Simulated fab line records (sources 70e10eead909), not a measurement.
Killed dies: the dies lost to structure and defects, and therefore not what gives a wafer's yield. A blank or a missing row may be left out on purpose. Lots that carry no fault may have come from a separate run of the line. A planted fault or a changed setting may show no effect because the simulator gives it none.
Which tool is to blame?    flow nand-harc    24 lots, 72 wafers sampled, at 6 steps of a route of 1159

WHAT THE GAUGES READ, wafer by wafer
Not one reading of a measure or inspect step in the record can be checked against a usual standard deviation.

WHAT TOOL EACH LOT RAN ON (gives the tool, then ch and the chambers of the sampled wafers, and finally the start)
lot   NHARC_A_CHANNEL_HOLE_D1_ETCH_25   NHARC_A_CHANNEL_FILL_D1_ALD_16    NHARC_A_CHANNEL_FILL_D1_RTA_24    NHARC_A_STAIRCASE_TRIM_12           NHARC_A_STAIRCASE_TRIM_14       NHARC_A_STAIRCASE_ETCH_19
L075  har-etch-01 ch 0,1, day 9 01:23   ald-hk-04 ch 0,1,3, day 9 17:50   rtp-anneal-01 ch 0, day 11 05:20  rie-diel-12 ch 1,2,3, day 11 09:05  rie-diel-12 ch 1,3, no start    rie-diel-12 ch 0,1,3, no start
L074  har-etch-02 ch 0,1, day 9 01:28   ald-hk-04 ch 1,2, day 9 17:59     rtp-anneal-02 ch 0, day 11 08:58  rie-diel-11 ch 0,2,3, day 11 12:15  rie-diel-11 ch 2,3, no start    rie-diel-11 ch 1,2, no start
L078  har-etch-01 ch 1, day 9 05:25     ald-hk-04 ch 0,2,3, day 9 20:47   rtp-anneal-02 ch 0, day 11 05:12  rie-diel-10 ch 2,3, day 11 08:56    rie-diel-10 ch 1,2, no start    rie-diel-10 ch 1,2,3, no start
L077  har-etch-02 ch 0,1, day 9 05:46   ald-hk-04 ch 0,2, day 9 20:54     rtp-anneal-01 ch 0, day 11 05:12  rie-diel-10 ch 1,3, day 11 08:32    rie-diel-10 ch 0,1,2, no start  rie-diel-10 ch 1,3, no start
L076  har-etch-01 ch 0, day 9 11:18     ald-hk-03 ch 0,1,2, day 10 02:49  rtp-anneal-02 ch 0, day 11 14:27  rie-diel-11 ch 2,3, day 11 17:33    rie-diel-11 ch 1,3, no start    rie-diel-11 ch 0,3, no start
L079  har-etch-02 ch 0,1, day 9 11:58   ald-hk-04 ch 1,2,3, day 10 02:49  rtp-anneal-01 ch 0, day 11 14:30  rie-diel-12 ch 0,1,2, day 11 17:33  rie-diel-12 ch 0,2, no start    rie-diel-12 ch 0,2,3, no start
L080  har-etch-01 ch 0,1, day 9 19:51   ald-hk-04 ch 0,1,3, day 10 10:58  rtp-anneal-02 ch 0, day 11 22:19  rie-diel-10 ch 1,2, day 12 01:35    rie-diel-10 ch 0,1,3, no start  rie-diel-10 ch 0,1,3, no start
L081  har-etch-01 ch 0,1, day 10 02:23  ald-hk-02 ch 0,1,3, day 10 21:08  rtp-anneal-02 ch 0, day 12 09:04  rie-diel-10 ch 0,2,3, day 12 12:28  rie-diel-10 ch 0,2,3, no start  rie-diel-10 ch 0,3, no start
L082  har-etch-02 ch 0,1, day 10 10:34  ald-hk-04 ch 0,1, day 11 05:17    rtp-anneal-01 ch 0, day 12 17:13  rie-diel-12 ch 0,1, day 12 21:18    rie-diel-12 ch 0,1, no start    rie-diel-12 ch 1,3, no start
L083  har-etch-01 ch 0,1, day 10 18:26  ald-hk-04 ch 0,1,2, day 11 12:52  rtp-anneal-01 ch 0, day 13 00:39  rie-diel-11 ch 1,2,3, day 13 06:20  rie-diel-11 ch 0,1,2, no start  rie-diel-11 ch 1,2,3, no start
L084  har-etch-02 ch 0,1, day 10 19:31  ald-hk-04 ch 0,1,2, day 11 13:01  rtp-anneal-02 ch 0, day 13 00:40  rie-diel-11 ch 0,2,3, day 13 06:26  rie-diel-11 ch 0,2,3, no start  rie-diel-11 ch 1,2,3, no start
L085  har-etch-02 ch 1, day 11 09:25    ald-hk-04 ch 0,1, day 12 00:41    rtp-anneal-01 ch 0, day 13 12:31  rie-diel-11 ch 1,2,3, day 13 15:32  rie-diel-11 ch 0,2,3, no start  rie-diel-11 ch 0,1,3, no start
L087  har-etch-01 ch 0,1, day 11 18:00  ald-hk-03 ch 2,3, day 12 08:59    rtp-anneal-01 ch 0, day 13 20:35  rie-diel-12 ch 0,1,2, day 14 00:10  rie-diel-12 ch 0,1,3, no start  rie-diel-12 ch 2,3, no start
L086  har-etch-02 ch 0,1, day 11 18:04  ald-hk-02 ch 0,1,3, day 12 09:02  rtp-anneal-01 ch 0, day 13 20:23  rie-diel-12 ch 0,1,3, day 13 23:55  rie-diel-12 ch 0,2,3, no start  rie-diel-12 ch 1,2, no start
L088  har-etch-01 ch 0,1, day 11 22:01  ald-hk-02 ch 0,2, day 12 14:01    rtp-anneal-01 ch 0, day 14 01:38  rie-diel-11 ch 1,3, day 14 05:07    rie-diel-11 ch 2,3, no start    rie-diel-11 ch 0,1, no start
L090  har-etch-02 ch 0,1, day 12 09:30  ald-hk-04 ch 0,1,3, day 13 00:46  rtp-anneal-01 ch 0, day 14 12:05  rie-diel-12 ch 0,1,3, day 14 15:08  rie-diel-12 ch 0,1,2, no start  rie-diel-12 ch 0,1,2, no start
L089  har-etch-01 ch 0,1, day 12 09:32  ald-hk-04 ch 0,1,2, day 13 00:36  rtp-anneal-02 ch 0, day 14 12:09  rie-diel-10 ch 2,3, day 14 15:35    rie-diel-10 ch 0,1,2, no start  rie-diel-10 ch 0,1,2, no start
L091  har-etch-01 ch 0,1, day 12 13:34  ald-hk-04 ch 1,2,3, day 13 05:01  rtp-anneal-01 ch 0, day 14 16:47  rie-diel-10 ch 1,2,3, day 14 19:59  rie-diel-10 ch 0,2,3, no start  rie-diel-10 ch 1,2,3, no start
L094  har-etch-01 ch 0,1, day 13 01:54  ald-hk-03 ch 0,2,3, day 13 17:13  rtp-anneal-02 ch 0, day 15 13:52  rie-diel-12 ch 0,1,3, day 15 17:04  rie-diel-12 ch 0,1,2, no start  rie-diel-12 ch 0,1,2, no start
L092  har-etch-02 ch 0,1, day 13 03:10  ald-hk-04 ch 0,1, day 13 17:11    rtp-anneal-02 ch 0, day 15 10:14  rie-diel-11 ch 1,2,3, day 15 13:23  rie-diel-11 ch 1,2,3, no start  rie-diel-11 ch 0,1, no start
L093  har-etch-01 ch 1, day 13 06:10    ald-hk-03 ch 1,2,3, day 13 21:37  rtp-anneal-01 ch 0, day 15 06:29  rie-diel-12 ch 0,1,2, day 15 09:53  rie-diel-12 ch 1,2,3, no start  rie-diel-12 ch 0,1, no start
L096  har-etch-02 ch 0,1, day 13 11:45  ald-hk-02 ch 0,1,3, day 14 03:17  rtp-anneal-01 ch 0, day 15 18:38  rie-diel-12 ch 0,2,3, day 15 23:08  rie-diel-12 ch 0,1,3, no start  rie-diel-12 ch 0,1, no start
L095  har-etch-01 ch 0,1, day 13 12:17  ald-hk-02 ch 0,2,3, day 14 03:04  rtp-anneal-01 ch 0, day 15 13:58  rie-diel-12 ch 2,3, day 15 17:16    rie-diel-12 ch 1,2,3, no start  rie-diel-12 ch 1,2, no start
L097  har-etch-02 ch 0,1, day 14 12:31  ald-hk-03 ch 2,3, day 15 07:53    rtp-anneal-01 ch 0, day 16 19:29  rie-diel-10 ch 0,3, day 16 23:01    rie-diel-10 ch 0,1, no start    rie-diel-10 ch 0,1, no start
- NHARC_A_CHANNEL_HOLE_D1_ETCH_25: etches the open film in C4F8/O2/Ar, time 1040.2 s, target depth 1500 nm.
- NHARC_A_CHANNEL_FILL_D1_ALD_16: deposits SiO2, target thk 1.5 nm, pulse time 10 s, ald cycles 15.
- NHARC_A_CHANNEL_FILL_D1_RTA_24: time 5 s.
- NHARC_A_STAIRCASE_TRIM_12: chemistry O2, time 211.2 s.
- NHARC_A_STAIRCASE_TRIM_14: chemistry O2, time 211.2 s.
- NHARC_A_STAIRCASE_ETCH_19: etches the open film in C4F8/O2, target depth 100 nm, time 40.5 s.

WHAT THE TOOLS THEMSELVES READ (means of the sampled wafers that have a number; where no wafer has one, the mark that the record gives instead)
NHARC_A_CHANNEL_HOLE_D1_ETCH_25. Usual: drypump-motor-current-A 5.89 A, standard deviation 0.24; showerhead-plenum-p-Torr 3.65 Torr, standard deviation 0.059; throttle-valve-pct 32.236 %, standard deviation 0.0095.
lot   tool         drypump-motor-current-A (A)  showerhead-plenum-p-Torr (Torr)  throttle-valve-pct (%)  flag
L075  har-etch-01  5.86                         3.72                             32.233                  
L074  har-etch-02  6.08                         3.60                             32.229                  
L078  har-etch-01  5.96                         3.72                             32.238                  
L077  har-etch-02  6.06                         3.60                             32.239                  
L076  har-etch-01  5.75                         3.70                             32.235                  
L079  har-etch-02  5.87                         3.62                             32.238                  
L080  har-etch-01  5.85                         3.71                             32.235                  
L081  har-etch-01  5.88                         3.71                             32.239                  
L082  har-etch-02  6.06                         3.59                             32.243                  
L083  har-etch-01  5.87                         3.71                             32.231                  
L084  har-etch-02  6.09                         3.59                             32.240                  
L085  har-etch-02  5.68                         3.64                             32.236                  
L087  har-etch-01  5.79                         3.69                             32.236                  
L086  har-etch-02  6.06                         3.58                             32.230                  
L088  har-etch-01  5.79                         3.69                             32.228                  
L090  har-etch-02  6.10                         3.58                             32.234                  
L089  har-etch-01  5.84                         3.70                             32.237                  
L091  har-etch-01  5.85                         3.69                             32.239                  
L094  har-etch-01  5.78                         3.68                             32.244                  
L092  har-etch-02  6.08                         3.57                             32.246                  
L093  har-etch-01  5.94                         3.69                             32.243                  
L096  har-etch-02  6.10                         3.57                             32.234                  
L095  har-etch-01  5.78                         3.68                             32.231                  
L097  har-etch-02  5.86                         3.59                             32.236                  

NHARC_A_CHANNEL_FILL_D1_ALD_16. Usual: heater-power-w 486 W, standard deviation 36; precursor-pulse-height-rel 0.998, standard deviation 0.019.
lot   tool       heater-power-w (W)  precursor-pulse-height-rel  flag
L075  ald-hk-04  497                 0.985                       
L074  ald-hk-04  474                 1.005                       
L078  ald-hk-04  467                 1.004                       
L077  ald-hk-04  476                 1.018                       
L076  ald-hk-03  466                 1.012                       
L079  ald-hk-04  484                 0.995                       
L080  ald-hk-04  498                 0.996                       
L081  ald-hk-02  471                 1.005                       
L082  ald-hk-04  509                 0.996                       
L083  ald-hk-04  491                 0.995                       
L084  ald-hk-04  486                 0.987                       
L085  ald-hk-04  501                 0.999                       
L087  ald-hk-03  465                 0.992                       
L086  ald-hk-02  468                 0.997                       
L088  ald-hk-02  522                 0.999                       
L090  ald-hk-04  504                 0.996                       
L089  ald-hk-04  491                 0.973                       
L091  ald-hk-04  487                 1.022                       
L094  ald-hk-03  472                 0.968                       
L092  ald-hk-04  507                 0.984                       
L093  ald-hk-03  505                 1.001                       
L096  ald-hk-02  457                 0.982                       
L095  ald-hk-02  469                 1.004                       
L097  ald-hk-03  459                 0.996                       

NHARC_A_CHANNEL_FILL_D1_RTA_24. Usual: lamp-power-pct 28.35 %, standard deviation 0.28; wafer_temp_C_max 1004.4, standard deviation 2.3.
lot   tool           lamp-power-pct (%)  wafer_temp_C_max  flag
L075  rtp-anneal-01  28.56               1002.8            
L074  rtp-anneal-02  27.99               1007.2            
L078  rtp-anneal-02  27.98               1006.7            
L077  rtp-anneal-01  28.55               1002.1            
L076  rtp-anneal-02  27.98               1007.1            
L079  rtp-anneal-01  28.58               1002.7            
L080  rtp-anneal-02  27.98               1007.1            
L081  rtp-anneal-02  28.00               1006.9            
L082  rtp-anneal-01  28.57               1003.1            
L083  rtp-anneal-01  28.55               1003.4            
L084  rtp-anneal-02  28.00               1007.7            
L085  rtp-anneal-01  28.55               1003.5            
L087  rtp-anneal-01  28.56               1002.8            
L086  rtp-anneal-01  28.56               1003.0            
L088  rtp-anneal-01  28.57               1002.1            
L090  rtp-anneal-01  28.57               1002.7            
L089  rtp-anneal-02  27.99               1006.7            
L091  rtp-anneal-01  28.54               1003.5            
L094  rtp-anneal-02  28.00               1008.7            
L092  rtp-anneal-02  27.93               1006.5            
L093  rtp-anneal-01  28.61               1003.1            
L096  rtp-anneal-01  28.55               1002.8            
L095  rtp-anneal-01  28.54               1003.1            
L097  rtp-anneal-01  28.55               1002.3            

NHARC_A_STAIRCASE_TRIM_12. Usual: drypump-motor-current-A 6.0 A, standard deviation 0.47; oes-product-au 1.000 a.u., standard deviation 0.0085; rf-vpp-V 57.8 V, standard deviation 0.82; showerhead-plenum-p-Torr 3.53 Torr, standard deviation 0.13; throttle-valve-pct 17.037 %, standard deviation 0.009.
lot   tool         drypump-motor-current-A (A)  oes-product-au (a.u.)  rf-vpp-V (V)  showerhead-plenum-p-Torr (Torr)  throttle-valve-pct (%)  flag
L075  rie-diel-12  6.3                          1.000                  57.2          3.55                             17.035                  
L074  rie-diel-11  6.2                          0.990                  58.3          3.50                             17.045                  
L078  rie-diel-10  5.3                          0.996                  57.8          3.61                             17.037                  
L077  rie-diel-10  5.4                          1.005                  57.5          3.43                             17.041                  
L076  rie-diel-11  6.2                          1.001                  58.0          3.58                             17.037                  
L079  rie-diel-12  6.3                          1.002                  57.8          3.54                             17.039                  
L080  rie-diel-10  5.2                          0.998                  57.7          3.44                             17.038                  
L081  rie-diel-10  5.6                          1.006                  57.4          3.57                             17.031                  
L082  rie-diel-12  6.3                          1.003                  58.4          3.41                             17.045                  
L083  rie-diel-11  6.3                          0.995                  58.0          3.54                             17.033                  
L084  rie-diel-11  6.3                          0.999                  57.8          3.49                             17.029                  
L085  rie-diel-11  6.3                          1.006                  57.4          3.54                             17.032                  
L087  rie-diel-12  6.3                          0.993                  57.5          3.53                             17.041                  
L086  rie-diel-12  6.0                          0.991                  58.1          3.52                             17.041                  
L088  rie-diel-11  6.3                          0.997                  57.2          3.52                             17.049                  
L090  rie-diel-12  6.1                          0.989                  57.4          3.52                             17.039                  
L089  rie-diel-10  5.5                          0.997                  57.4          3.59                             17.043                  
L091  rie-diel-10  5.4                          1.001                  57.6          3.51                             17.028                  
L094  rie-diel-12  6.0                          1.001                  58.4          3.51                             17.040                  
L092  rie-diel-11  6.3                          0.998                  57.8          3.53                             17.037                  
L093  rie-diel-12  6.3                          1.010                  57.7          3.52                             17.028                  
L096  rie-diel-12  6.1                          1.000                  58.3          3.64                             17.042                  
L095  rie-diel-12  6.4                          1.003                  57.9          3.67                             17.043                  
L097  rie-diel-10  5.8                          0.990                  58.2          3.52                             17.037                  

NHARC_A_STAIRCASE_TRIM_14. Usual: drypump-motor-current-A 6.0 A, standard deviation 0.48; oes-product-au 0.999 a.u., standard deviation 0.0083; rf-vpp-V 57.8 V, standard deviation 0.81; showerhead-plenum-p-Torr 3.52 Torr, standard deviation 0.14; throttle-valve-pct 17.037 %, standard deviation 0.0083.
lot   tool         drypump-motor-current-A (A)  oes-product-au (a.u.)  rf-vpp-V (V)  showerhead-plenum-p-Torr (Torr)  throttle-valve-pct (%)  flag
L075  rie-diel-12  6.0                          1.004                  57.7          3.54                             17.040                  
L074  rie-diel-11  6.4                          1.005                  58.2          3.59                             17.042                  
L078  rie-diel-10  5.2                          0.995                  58.6          3.52                             17.038                  
L077  rie-diel-10  5.4                          1.001                  57.4          3.50                             17.042                  
L076  rie-diel-11  6.4                          0.995                  58.3          3.57                             17.044                  
L079  rie-diel-12  6.1                          0.987                  57.9          3.65                             17.041                  
L080  rie-diel-10  5.6                          1.000                  57.4          3.49                             17.040                  
L081  rie-diel-10  5.6                          1.007                  57.8          3.57                             17.041                  
L082  rie-diel-12  6.0                          1.000                  58.2          3.51                             17.037                  
L083  rie-diel-11  6.1                          1.000                  57.8          3.45                             17.030                  
L084  rie-diel-11  6.2                          1.000                  58.2          3.49                             17.036                  
L085  rie-diel-11  6.3                          0.997                  57.9          3.49                             17.035                  
L087  rie-diel-12  6.0                          0.992                  57.8          3.52                             17.036                  
L086  rie-diel-12  6.1                          0.989                  58.3          3.65                             17.035                  
L088  rie-diel-11  6.3                          1.005                  57.7          3.57                             17.044                  
L090  rie-diel-12  6.3                          1.000                  57.3          3.53                             17.039                  
L089  rie-diel-10  5.4                          0.998                  57.8          3.48                             17.028                  
L091  rie-diel-10  5.5                          1.003                  57.3          3.56                             17.037                  
L094  rie-diel-12  6.3                          0.999                  58.3          3.52                             17.042                  
L092  rie-diel-11  6.2                          0.998                  58.0          3.53                             17.035                  
L093  rie-diel-12  6.3                          1.004                  57.1          3.54                             17.037                  
L096  rie-diel-12  6.1                          0.995                  57.5          3.51                             17.033                  
L095  rie-diel-12  6.3                          0.998                  58.2          3.53                             17.035                  
L097  rie-diel-10  5.5                          0.989                  56.8          3.44                             17.028                  

NHARC_A_STAIRCASE_ETCH_19. Usual: oes-product-au 0.940 a.u., standard deviation 0.01; rf-vpp-V 896 V, standard deviation 5.1.
lot   tool         oes-product-au (a.u.)  rf-vpp-V (V)  flag
L075  rie-diel-12  0.939                  896           
L074  rie-diel-11  0.947                  897           
L078  rie-diel-10  0.945                  895           
L077  rie-diel-10  0.951                  895           
L076  rie-diel-11  0.939                  891           
L079  rie-diel-12  0.927                  900           
L080  rie-diel-10  0.936                  894           
L081  rie-diel-10  0.932                  896           
L082  rie-diel-12  0.939                  891           
L083  rie-diel-11  0.940                  897           
L084  rie-diel-11  0.935                  897           
L085  rie-diel-11  0.948                  893           
L087  rie-diel-12  0.938                  901           
L086  rie-diel-12  0.940                  896           
L088  rie-diel-11  0.958                  891           
L090  rie-diel-12  0.938                  896           
L089  rie-diel-10  0.943                  895           
L091  rie-diel-10  0.941                  895           
L094  rie-diel-12  0.931                  895           
L092  rie-diel-11  0.953                  891           
L093  rie-diel-12  0.944                  895           
L096  rie-diel-12  0.943                  895           
L095  rie-diel-12  0.952                  898           
L097  rie-diel-10  0.927                  893           

THE ANSWER, worked out from the rows above alone
Rule: lot off if the mean of its wafers having a number is beyond 3 standard deviations from the usual mean. Also off: a lot with no number at a reading for which 4 or more lots have one. The other lots that the step has rows for count as sound. Order of review: gauges by route order, followed by the tools' own readings, for which a lot's mean as printed above is used. At the first step where some lot is off, the reading lying furthest off is the one used; lots without a number count as furthest.
Nothing can be told from this: no lot is off at any reading shown.

WHAT HAD BEEN PUT IN BY THE SIMULATOR
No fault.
